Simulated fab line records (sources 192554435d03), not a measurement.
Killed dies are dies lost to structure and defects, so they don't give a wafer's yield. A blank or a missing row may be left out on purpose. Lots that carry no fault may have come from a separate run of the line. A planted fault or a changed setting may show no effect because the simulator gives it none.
fab line records    flow n5_finfet
record: lots: 9  wafers: 26  last_day: 17
route steps=1938 shown BEOL_M3@949 BEOL_M4@1111 PASSIVATION@1936
lots that met no fault: from a run of the same line without faults
start_h: the number of hours between the record's first day and the start of the first shown wafer of the lot    wait_h: hours since the lot's step before    " the same as in the row above    L1.1+2: several wafers, shown together as one row    - no value, or no start was given    * or withheld: withheld    < > ~ a bound
route shown NAME@n: NAME is a module with steps in the file, n the number in the route of the first one    usual: mean/standard deviation of fault-free wafers    same: alike in all rows    chamber/n: place in a boat    sites: per-site readings    _std_site: how widely they spread, as a standard deviation    _edge_site: inner sites' mean taken away from outer sites' mean    radius_mm: how far each site lies from the wafer's centre    mask NAME#n: copy n    behind: the most recent tool/chamber to have shaped the wafer    hold: what put the lot on hold/how long, in hours/how the hold closed    device: the transistor (n, p or np) that didn't switch    end of line: the route-end tests of the same wafers    a step without rows: its recipe alone    killed: not the wafer's yield, but the dies lost to structure and defects at the first sort    map: per-die view of a wafer (x killed, . not killed, _ where there is no die)
set.NAME: the setting that was run; set.NAME@STEP: the one run at that earlier step    model.NAME: the simulator's own value behind a step, which no gauge read
a sample of lots followed through the steps of the route, with each step as a table and each wafer as a row
services: when a tool's chamber went out of use (start_h, in hours from the record's first day, below 0 if earlier), for how many hours, and the reason
== steps ==
step: N5_BEOL_M3_ETCH_63
recipe: chemistry: CF4  target: SiARC  target_depth_a: 156  mask_material: CAR-EUV  time_s: 26  ion_energy_ev: 80  pressure_mtorr: 40  source_w: 545  bias_w: 36  Ar_flow_sccm: 100  cf4_flow_sccm: 100  ends: cleared
usual: drypump_motor_current_A: 5.9/0.32  etch_rf_on_time_s: 25.8/0.73  oes_product_au: 0.68/0.081  rf_vpp_V: 184.2/1.2  showerhead_plenum_p_Torr: 2.15/0.065  throttle_valve_pct: 15.60/0.24
lot.wafer  tool         chamber  start_h  wait_h  drypump_motor_current_A  etch_rf_on_time_s  oes_product_au  rf_hours_counter_h  rf_vpp_V  showerhead_plenum_p_Torr  throttle_valve_pct
L987.2     rie_diel-02  1        147.24   0.0     6.6                      26.3               0.63            164                 182.5     2.13                      15.72
L987.4     "            0        "        "       5.6                      25.9               0.63            174                 185.5     2.21                      15.66
L987.6     "            1        "        "       6.6                      26.3               0.63            -                   183.3     2.13                      15.71
L990.1     rie_diel-01  2        162.93   0.0     5.6                      25.6               0.78            23                  185.4     2.18                      15.28
L990.2     "            1        "        "       6.2                      25.3               0.68            123                 184.3     2.13                      15.39
L990.5     "            2        "        "       5.6                      25.6               0.79            -                   184.2     2.18                      15.28
L992.4     rie_diel-02  0        174.02   0.0     5.6                      26.5               0.62            -                   184.7     2.20                      15.68
L992.6     "            2        "        "       6.1                      26.5               0.57            -                   182.0     2.03                      15.90
L102.1     rie_diel-02  0        239.12   0.0     5.6                      26.0               0.61            202                 185.2     2.20                      15.72
L102.4     "            2        "        "       6.1                      24.8               0.82            12                  186.5     2.28                      15.42
L102.6     "            1        "        "       6.5                      26.9               0.60            -                   184.5     2.12                      15.77
L101.2     rie_diel-02  0        239.45   0.0     5.6                      26.0               0.61            202                 186.7     2.20                      15.72
L101.4     "            3        "        "       6.1                      24.9               0.81            22                  186.0     2.20                      15.80
L101.6     "            1        "        "       6.5                      26.9               0.61            -                   184.8     2.12                      15.76
L104.3     rie_diel-02  2        247.40   0.0     6.1                      24.6               0.80            14                  186.9     2.28                      15.43
L104.4     "            3        "        "       6.1                      24.7               0.80            24                  186.9     2.20                      15.81
L104.6     "            2        "        "       6.1                      24.6               0.80            -                   185.4     2.28                      15.45
L105.1     rie_diel-01  0        261.08   0.0     6.1                      24.9               0.77            29                  183.9     2.17                      15.21
L105.3     "            2        "        "       5.6                      26.1               0.74            53                  185.1     2.17                      15.34
L105.4     "            1        "        "       6.2                      25.4               0.65            152                 184.4     2.12                      15.44
L106.4     rie_diel-01  2        268.15   0.0     5.6                      26.0               0.73            54                  185.5     2.17                      15.35
L106.5     "            3        "        "       5.9                      26.5               0.60            -                   182.6     2.05                      15.82
L106.6     "            0        "        "       6.1                      25.1               0.76            -                   183.2     2.17                      15.20
L109.2     rie_diel-05  3        280.06   0.0     6.1                      26.3               0.61            211                 184.4     2.18                      15.67
L109.4     "            2        "        "       5.7                      25.8               0.71            72                  183.2     2.08                      15.38
L109.5     "            1        "        "       5.5                      24.5               0.66            -                   182.5     2.04                      15.81
step: N5_BEOL_M3_ETCH_77
recipe: chemistry: N2/H2  target: underlayer  target_depth_a: 65  mask_material: CAR-EUV  time_s: 5.2  ion_energy_ev: 200  pressure_mtorr: 30  source_w: 840  bias_w: 150  n2_flow_sccm: 200  h2_flow_sccm: 200  ends: cleared
usual: drypump_motor_current_A: 5.9/0.33  etch_rf_on_time_s: 5.18/0.16  oes_product_au: 0.68/0.081  rf_vpp_V: 524.3/2.6  showerhead_plenum_p_Torr: 2.57/0.081  throttle_valve_pct: 17.94/0.22
lot.wafer  tool         chamber  start_h  wait_h  drypump_motor_current_A  etch_rf_on_time_s  oes_product_au  rf_hours_counter_h  rf_vpp_V  showerhead_plenum_p_Torr  throttle_valve_pct
L987.2     rie_diel-05  3        148.27   0.0     6.1                      5.30               0.63            170                 527.8     2.63                      17.89
L987.4     "            1        "        "       5.5                      4.90               0.68            134                 522.7     2.48                      18.33
L987.6     "            3        "        "       6.1                      5.36               0.63            -                   527.2     2.63                      17.87
L990.1     rie_diel-02  1        163.91   0.0     6.5                      5.36               0.61            170                 523.4     2.54                      18.02
L990.2     "            0        "        "       5.6                      5.36               0.61            180                 527.8     2.65                      18.02
L990.5     "            2        "        "       6.1                      5.30               0.57            -                   521.1     2.43                      18.39
L992.4     rie_diel-02  3        175.00   0.0     6.1                      4.94               0.87            -                   525.7     2.58                      17.80
L992.6     "            0        "        "       5.6                      5.28               0.61            -                   526.5     2.65                      18.02
L102.1     rie_diel-02  0        240.18   0.0     5.6                      5.29               0.60            202                 525.6     2.64                      18.06
L102.4     "            2        "        "       6.2                      4.96               0.79            13                  527.9     2.74                      17.99
L102.6     "            0        "        "       5.6                      5.27               0.60            -                   524.7     2.64                      18.07
L101.2     rie_diel-02  1        240.45   0.0     6.6                      5.45               0.60            191                 523.8     2.53                      18.04
L101.4     "            0        "        "       5.6                      5.30               0.60            203                 528.3     2.64                      18.07
L101.6     "            0        "        "       5.6                      5.26               0.60            -                   527.4     2.64                      18.05
L104.3     rie_diel-05  1        248.25   0.0     5.5                      4.98               0.66            162                 520.7     2.47                      18.37
L104.4     "            2        "        "       5.7                      5.08               0.74            62                  519.5     2.47                      17.74
L104.6     "            0        "        "       5.6                      5.29               0.61            -                   523.3     2.53                      18.13
L105.1     rie_diel-02  0        262.33   0.0     5.6                      5.39               0.60            209                 526.7     2.64                      18.06
L105.3     "            2        "        "       6.1                      5.12               0.79            19                  532.0     2.74                      18.01
L105.4     "            2        "        "       6.1                      5.03               0.78            -                   526.0     2.74                      18.00
L106.4     rie_diel-01  3        269.24   0.0     5.9                      5.43               0.60            202                 519.4     2.41                      17.97
L106.5     "            2        "        "       5.6                      5.20               0.73            -                   524.8     2.58                      17.68
L106.6     "            1        "        "       6.2                      5.15               0.64            -                   524.7     2.54                      17.70
L109.2     rie_diel-02  1        281.01   0.0     6.5                      5.39               0.60            202                 522.2     2.53                      18.11
L109.4     "            3        "        "       6.1                      5.03               0.77            35                  525.6     2.57                      17.83
L109.5     "            1        "        "       6.6                      5.39               0.60            -                   523.9     2.53                      18.09
step: N5_BEOL_M3_ETCH_69
recipe: chemistry: CF4  target: SiARC  target_depth_a: 156  mask_material: CAR-EUV  time_s: 26  ion_energy_ev: 80  pressure_mtorr: 40  source_w: 545  bias_w: 36  Ar_flow_sccm: 100  cf4_flow_sccm: 100  ends: cleared
usual: drypump_motor_current_A: 5.9/0.33  etch_rf_on_time_s: 25.7/0.75  oes_product_au: 0.68/0.081  rf_vpp_V: 184.4/1.1  showerhead_plenum_p_Torr: 2.15/0.065  throttle_valve_pct: 15.61/0.21
lot.wafer  tool         chamber  start_h  wait_h  drypump_motor_current_A  etch_rf_on_time_s  oes_product_au  rf_hours_counter_h  rf_vpp_V  showerhead_plenum_p_Torr  throttle_valve_pct
L987.2     rie_diel-05  3        148.28   0.0     6.1                      26.7               0.63            170                 186.1     2.20                      15.59
L987.4     "            1        "        "       5.5                      24.6               0.68            134                 183.6     2.05                      15.75
L987.6     "            3        "        "       6.1                      26.6               0.62            -                   185.4     2.20                      15.59
L990.1     rie_diel-02  1        163.93   0.0     6.5                      26.6               0.62            170                 184.3     2.12                      15.72
L990.2     "            0        "        "       5.6                      26.4               0.62            180                 186.5     2.21                      15.68
L990.5     "            2        "        "       6.1                      26.4               0.57            -                   184.1     2.03                      15.90
L992.4     rie_diel-02  3        175.03   0.0     6.1                      24.6               0.89            -                   185.4     2.21                      15.78
L992.6     "            0        "        "       5.6                      25.9               0.62            -                   184.9     2.20                      15.69
L102.1     rie_diel-02  0        240.20   0.0     5.6                      25.8               0.61            202                 183.9     2.20                      15.71
L102.4     "            2        "        "       6.1                      24.6               0.81            13                  185.8     2.28                      15.45
L102.6     "            0        "        "       5.6                      26.1               0.60            -                   184.4     2.20                      15.71
L101.2     rie_diel-02  1        240.46   0.0     6.6                      26.9               0.60            191                 183.1     2.12                      15.77
L101.4     "            0        "        "       5.6                      26.1               0.61            203                 183.6     2.20                      15.74
L101.6     "            0        "        "       5.6                      26.4               0.61            -                   185.8     2.20                      15.71
L104.3     rie_diel-05  1        248.27   0.0     5.5                      24.6               0.67            162                 183.3     2.04                      15.79
L104.4     "            2        "        "       5.7                      25.4               0.73            62                  184.6     2.09                      15.36
L104.6     "            0        "        "       5.5                      26.5               0.61            -                   182.9     2.11                      15.80
L105.1     rie_diel-02  0        262.34   0.0     5.6                      26.1               0.61            209                 184.2     2.20                      15.74
L105.3     "            2        "        "       6.2                      24.6               0.80            19                  185.6     2.28                      15.45
L105.4     "            2        "        "       6.2                      24.5               0.80            -                   185.5     2.28                      15.46
L106.4     rie_diel-01  3        269.26   0.0     5.9                      26.6               0.61            202                 182.9     2.05                      15.83
L106.5     "            2        "        "       5.6                      26.2               0.74            -                   182.9     2.17                      15.36
L106.6     "            1        "        "       6.2                      25.7               0.64            -                   183.9     2.12                      15.46
L109.2     rie_diel-02  1        281.02   0.0     6.6                      26.5               0.60            202                 184.2     2.11                      15.78
L109.4     "            3        "        "       6.1                      24.8               0.79            35                  183.0     2.20                      15.83
L109.5     "            1        "        "       6.6                      26.6               0.60            -                   185.0     2.11                      15.78
step: N5_BEOL_M3_ALD_98
recipe: material: SiO2  target_thk_a: 25  temp_c: 100  ald_precursor_family: BDEAS  ald_co_reactant: O2-plasma  pulse_time_s: 1  co_reactant_pulse_time_s: 1  purge_time_s: 2  co_reactant_purge_time_s: 2  ald_cycles: 17  pressure_torr: 2
usual: heater_power_w: 78/12  precursor_pulse_height_rel: 0.999/0.022  susceptor_temp_C: 100.01/0.12
lot.wafer  tool        chamber  start_h  wait_h  heater_power_w  precursor_pulse_height_rel  susceptor_temp_C
L987.2     ald_sin-04  2        148.37   0.1     82              0.989                       99.85
L987.4     "           0        "        "       105             0.996                       100.12
L987.6     "           1        "        "       71              0.995                       99.93
L990.1     ald_sin-03  0        164.01   0.1     64              1.003                       99.99
L990.2     "           1        "        "       85              0.993                       100.17
L990.5     "           3        "        "       80              1.009                       100.00
L992.4     ald_sin-03  0        175.09   0.0     65              0.991                       100.08
L992.6     "           1        "        "       82              0.979                       99.85
L102.1     ald_sin-01  1        240.39   0.2     86              0.980                       100.00
L102.4     "           2        "        "       62              0.994                       99.94
L102.6     "           2        "        "       64              0.988                       99.90
L101.2     ald_sin-04  1        240.55   0.1     71              0.987                       99.90
L101.4     "           3        "        "       60              1.001                       97.59
L101.6     "           1        "        "       70              0.985                       99.90
L104.3     ald_sin-01  2        248.36   0.1     63              0.964                       100.02
L104.4     "           3        "        "       87              1.029                       100.33
L104.6     "           0        "        "       81              0.989                       100.02
L105.1     ald_sin-01  2        262.43   0.1     63              0.957                       100.14
L105.3     "           3        "        "       86              0.993                       100.16
L105.4     "           1        "        "       86              1.004                       99.85
L106.4     ald_sin-03  3        269.35   0.1     82              0.998                       100.33
L106.5     "           2        "        "       73              1.000                       99.96
L106.6     "           3        "        "       83              1.025                       100.09
L109.2     ald_sin-03  2        281.52   0.5     71              1.009                       99.95
L109.4     "           0        "        "       64              0.999                       100.30
L109.5     "           0        "        "       65              0.971                       100.08
step: N5_BEOL_M4_RC_MEAS_101
usual: DIBL_N: 37.5/1.9  DIBL_P: 37.3/2.4  IOFF_N: 0.18/0.038  IOFF_P: 0.23/0.045  ION_N: 677/11  ION_P: 464/8.1  SS_N: 72.0/0.68  SS_P: 73.5/0.77  VT_N: 249/3.3  VT_P: -249/3.6
lot.wafer  tool       chamber  start_h  wait_h  DIBL_N[mV/V]  DIBL_P[mV/V]  IOFF_N[nA/um]  IOFF_P[nA/um]  ION_N[uA/um]  ION_P[uA/um]  SS_N[mV/dec]  SS_P[mV/dec]  VT_N[mV]  VT_P[mV]
L987.2     prober-02  0        168.38   0.2     38.1          37.5          0.18           0.20           672           449           72.3          73.7          250       -251
L987.4     "          0        "        "       40.4          40.1          0.23           0.24           687           465           73.4          73.7          248       -249
L987.6     "          0        "        "       37.6          36.8          0.17           0.19           665           451           71.6          73.8          252       -254
L990.1     prober-01  0        185.26   0.0     36.2          38.4          0.18           0.24           671           468           72.0          73.2          251       -247
L990.2     "          0        "        "       34.6          33.9          0.15           0.17           667           461           72.0          72.3          252       -251
L990.5     "          0        "        "       33.8          35.0          0.13           0.18           657           457           71.6          72.8          252       -252
L992.4     prober-01  0        196.21   0.5     38.2          37.2          0.18           0.25           685           471           71.5          73.8          247       -247
L992.6     "          0        "        "       36.4          35.1          0.15           0.22           673           469           71.0          72.5          248       -250
L102.1     prober-01  0        267.16   0.0     36.8          35.2          0.17           0.23           682           467           71.5          72.5          251       -245
L102.4     "          0        "        "       37.4          34.8          0.18           0.24           676           470           72.2          73.2          251       -246
L102.6     "          0        "        "       34.9          33.6          0.14           0.19           663           454           71.0          72.4          251       -250
L101.2     prober-02  0        269.07   0.2     36.3          36.8          0.16           0.20           666           460           71.8          73.5          252       -253
L101.4     "          0        "        "       38.0          39.5          0.21           0.23           692           464           72.0          74.0          244       -251
L101.6     "          0        "        "       35.7          36.7          0.16           0.20           672           459           71.4          73.0          249       -250
L104.3     prober-01  0        275.87   0.7     37.7          40.0          0.19           0.29           687           478           71.9          74.0          248       -243
L104.4     "          0        "        "       32.6          33.0          0.11           0.19           666           473           70.6          71.4          254       -249
L104.6     "          0        "        "       38.4          40.1          0.21           0.32           680           476           71.7          73.3          246       -243
L106.4     prober-02  0        283.53   0.5     36.3          36.1          0.15           0.20           689           471           71.4          72.4          249       -251
L106.5     "          0        "        "       37.6          37.0          0.17           0.21           677           458           71.7          72.8          248       -250
L106.6     "          0        "        "       38.5          37.8          0.17           0.21           669           457           72.2          73.7          253       -252
L105.1     prober-02  0        290.96   0.0     40.4          40.5          0.23           0.27           687           463           72.3          74.8          244       -250
L105.3     "          0        "        "       34.6          33.0          0.11           0.16           658           459           71.4          72.1          257       -255
L105.4     "          0        "        "       39.7          38.5          0.23           0.24           690           463           72.9          74.0          244       -246
L109.2     prober-02  0        300.38   0.2     38.9          38.9          0.22           0.25           682           458           72.6          73.9          248       -249
L109.4     "          0        "        "       36.0          36.7          0.15           0.21           675           466           71.9          72.7          249       -248
L109.5     "          0        "        "       34.5          36.0          0.13           0.20           664           462           71.6          73.4          253       -250
step: N5_PASSIVATION_PROBE_49
usual: defect_limited_yield: 91.2/1.5  killed_at_M0_to_M3: 31/10  killed_at_M4_up: 15/5.9  killed_at_contacts: 13/6  killed_at_front_end: 41/11  killed_at_other: 4/3.1  killed_dies: 104/18  killed_open: 68/13  killed_short: 33/8.1  sort_bin_5_function: 5.1/1.1  sort_bin_6_memory: 3.2/0.69  sort_bin_8_speed: 0.01/0.045  sort_n_pass: 1076/18
same: gross_dies: 1180  killed_at_back_side: 0  sort_bin_4_leakage[%]: 0
lot.wafer  tool       chamber  start_h  wait_h  defect_limited_yield[%]  killed_at_M0_to_M3  killed_at_M4_up  killed_at_contacts  killed_at_front_end  killed_at_other  killed_dies  killed_open  killed_short  sort_bin_5_function[%]  sort_bin_6_memory[%]  sort_bin_8_speed[%]  sort_n_pass
L101.2     prober-01  -        364.54   0.1     91.4                     35                  11               15                  38                   2                101          71           28            4.7                     3.4                   0                    1079
L101.4     prober-01  -        364.64   0.2     89.7                     34                  18               26                  43                   1                122          85           37            6.9                     3.2                   0                    1058
L101.6     prober-01  -        364.74   0.3     95.5                     16                  1                7                   29                   0                53           34           19            2.2                     2.1                   0                    1127
L106.4     prober-01  -        381.30   0.2     90.1                     33                  13               12                  51                   8                117          74           38            6.1                     3.1                   0                    1063
L106.5     prober-01  -        381.35   0.2     89.5                     50                  7                7                   53                   7                124          72           51            6.0                     3.9                   0                    1056
L106.6     prober-01  -        381.40   0.3     90.8                     25                  7                6                   62                   8                108          65           43            5.0                     3.6                   0                    1072
killed by level:class
L101.2 MOL_CONTACT_COAG:geometric_particle:open=13 BEOL_M3:geometric_particle:open=10 STI_FIN_REVEAL:geometric_particle:open=9 DUMMY_GATE:geometric_particle:open=7 BEOL_M4:geometric_particle:open=6 BEOL_M0_SAQP:geometric_particle:open=5 FIN_SAQP:geometric_particle:open=4 STI_FIN_REVEAL:geometric_particle:short=4
L101.4 MOL_CONTACT_COAG:geometric_particle:open=21 FIN_SAQP:geometric_particle:open=13 BEOL_M3:geometric_particle:open=9 BEOL_M4:geometric_particle:open=9 STI_FIN_REVEAL:geometric_particle:open=8 BEOL_M0_SAQP:geometric_particle:open=6 GATE_CUT:geometric_particle:short=5 MOL_CONTACT_COAG:geometric_particle:short=5
L101.6 STI_FIN_REVEAL:geometric_particle:open=6 MOL_CONTACT_COAG:geometric_particle:open=6 BEOL_M3:geometric_particle:open=6 STARTING-WAFER:geometric_particle:short=5 FIN_SAQP:geometric_particle:open=3 FIN_CUT:geometric_particle:open=3 ILD0:geometric_particle:short=3 BEOL_M0_SAQP:geometric_particle:short=3
L106.4 BEOL_M0_SAQP:geometric_particle:open=11 DUMMY_GATE:geometric_particle:open=10 MOL_CONTACT_COAG:geometric_particle:open=9 FIN_SAQP:geometric_particle:open=7 STI_FIN_REVEAL:geometric_particle:open=7 BEOL_M4:geometric_particle:open=6 BEOL_M0_SAQP:geometric_particle:short=5 BEOL_M2:geometric_particle:open=5
L106.5 FIN_SAQP:geometric_particle:short=14 BEOL_M0_SAQP:geometric_particle:short=11 BEOL_M0_SAQP:geometric_particle:open=11 FIN_SAQP:geometric_particle:open=9 BEOL_M2:geometric_particle:open=9 STI_FIN_REVEAL:geometric_particle:open=8 BEOL_M3:geometric_particle:open=7 MOL_CONTACT_COAG:geometric_particle:open=5
L106.6 FIN_SAQP:geometric_particle:short=15 FIN_SAQP:geometric_particle:open=11 BEOL_M2:geometric_particle:open=10 STI_FIN_REVEAL:geometric_particle:open=9 DUMMY_GATE:geometric_particle:open=7 PASS1_CAP:geometric_particle:open=5 MOL_CONTACT_COAG:geometric_particle:open=4 ILD0:geometric_particle:short=4
== services ==
tool         chamber  start_h  hours  kind
rie_diel-05  -        126.82   0.3    repair
ald_sin-04   -        134.98   0.6    repair
rie_diel-02  3        154.69   -      clean
rie_diel-02  3        154.69   -      consumable_replace:focus_ring
rie_diel-02  3        154.69   18.8   scheduled_down
rie_diel-02  3        154.69   18.8   vent_cycle
rie_diel-02  1        166.73   11.3   repair
rie_diel-01  -        169.77   0.6    repair
ald_sin-03   1        175.80   1.8    repair
rie_diel-02  2        178.35   -      clean
rie_diel-02  2        178.35   -      consumable_replace:focus_ring
ald_sin-01   -        178.85   14.0   pm
rie_diel-02  1        179.29   2.0    repair
rie_diel-02  0        186.27   8.8    repair
rie_diel-05  1        197.71   7.7    repair
ald_sin-01   2        199.28   16.2   repair
ald_sin-03   2        223.71   3.8    repair
rie_diel-02  1        230.86   7.7    repair
ald_sin-04   1        232.27   3.7    repair
rie_diel-02  2        237.49   1.5    repair
ald_sin-03   -        259.52   0.9    repair
ald_sin-01   -        269.91   6.0    pm
rie_diel-01  -        271.14   0.8    repair
ald_sin-04   -        277.30   6.0    pm
== key ==
first_sign: step: N5_BEOL_M3_ALD_98  reading: susceptor_temp_C  direction: down  sigmas: 20  usual: *  struck: *
effect none on later readings
met_at N5_BEOL_M3_ALD_98
struck_lots L101
struck_wafers L101.4
not_acting_at N5_BEOL_M3_ETCH_63,N5_BEOL_M3_ETCH_77,N5_BEOL_M3_ETCH_69
fault: kind: process_parameter_drift  tool: ald_sin-04  chamber: 3  onset_h: 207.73  steps: N5_BEOL_M3_ALD_98  channel: temp_c  offset: *  shape: step  end_h: 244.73  acts_in: *  stated: *
